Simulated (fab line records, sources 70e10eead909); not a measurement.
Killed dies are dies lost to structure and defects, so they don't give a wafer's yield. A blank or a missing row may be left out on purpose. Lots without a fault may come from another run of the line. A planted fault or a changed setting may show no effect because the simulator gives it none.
Problem report in the 8D (eight disciplines) form, filled by code | flow nand_harc | the parts of the form that need people (team, actions taken, sign-off) are left out

1. THE PROBLEM
thk_nm at NHARC_A_ONON_D1_THK_MEAS_11 reads a mean of 1397 nm on 4 wafers of 3 lots; wafers without a fault read 996 nm with a standard deviation of 9.1. That is +44 standard deviations from the usual mean.
The step: measures by ellipsometry.
First seen on wafer L455.1, day 9 12:30, on film_metro-02. The record holds 37 wafers of 13 lots with a number at this step. Rule for "out", or "out of limits": more than 4 standard deviations from the usual mean. The other wafers with a number count as sound.

2. WHAT IT IS AND WHAT IT IS NOT
question                    | is                             | is not
which readings at this step | thk_nm                         | -
which lots                  | L455, L457, L459               | L447, L449, L450, L451, L452, L460, L462, L466, L468, L470
which wafers of those lots  | L455.1, L457.1, L459.1, L459.3 | L455.5, L457.2, L457.4
read on which gauges        | film_metro-02                  | film_metro-01
when                        | from day 9 12:30               | up to then (16 sound wafers); but 17 sound wafers of L457, L460, L462, L466, L468, L470 came after

3. SUSPECTS, AND WHAT RULES EACH OUT
Counting: a tool at a process step up to the reading stays a suspect if it ran every lot that is out. Sound lots after the first of them don't rule it out here, since some wafers of a struck lot are sound.
- the gauge at NHARC_A_ONON_D1_THK_MEAS_11: ruled out. All the wafers that are out were read on film_metro-02, but those of them that NHARC_END_SORT_01 has rows for are out there too, on other tools.
- rie_diel-03 at NHARC_P_BONDPAD_ETCH_24 (etches the open film in CF4/N2, target depth 30 nm, time 72.99 s): kept. It ran every lot that is out, first L455 (day 8 12:36); its last sound lot up to then is L452 (day 7 23:19). NHARC_P_BONDPAD_ETCH_24 gives no start for some lots, so the hours and the order of its lots are those of NHARC_A_ZERO_WELL_DESCUM_12.
- pecvd_onon-04 at NHARC_A_ONON_D1_DEP_09 (target thk 1000 nm): kept. It ran every lot that is out, first L455 (day 9 11:59); its last sound lot up to then is L452 (day 9 03:15).
Left after counting: rie_diel-03 at NHARC_P_BONDPAD_ETCH_24, pecvd_onon-04 at NHARC_A_ONON_D1_DEP_09.

4. THE CAUSE (what the simulator had put in)
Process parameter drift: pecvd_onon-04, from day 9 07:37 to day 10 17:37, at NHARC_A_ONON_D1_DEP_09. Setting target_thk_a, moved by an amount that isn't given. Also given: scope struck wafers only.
Counting left 2 suspects, and this tool is among them.

5. THE CHAIN OF EFFECTS, in route order
Each row: a reading whose mean over the struck wafers that have a number lies more than 3 standard deviations from the usual. Only readings for which the record gives a usual standard deviation are gone through. hours: the time from each lot's start at the first step in this table that gives one to its start at this step, as a median over the lots. sigmas: the change in usual standard deviations.
hours | step                        | reading         | usual  | on struck wafers | change | sigmas
0     | NHARC_A_ONON_D1_THK_MEAS_11 | thk_nm          | 996 nm | 1397             | +401   | +44
279   | NHARC_END_SORT_01           | killed_at_array | 27     | 670              | +643   | +65
279   | NHARC_END_SORT_01           | killed_dies     | 31     | 677              | +646   | +65

6. WHAT WOULD HAVE CAUGHT IT SOONER
In this record the first reading out of limits at a measuring or inspecting step was taken at day 9 12:30, 5 hours after the fault began at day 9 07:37.
Of the tool readings at NHARC_A_ONON_D1_DEP_09 for which the record gives a usual standard deviation, none was out on any struck wafer, so an alarm limit of 4 standard deviations on them would not have fired.
Of the lots that are out (3), L457, L459 began NHARC_A_ONON_D1_DEP_09 on pecvd_onon-04 after day 9 12:30. A hold on the tool at that time would have spared those 2.
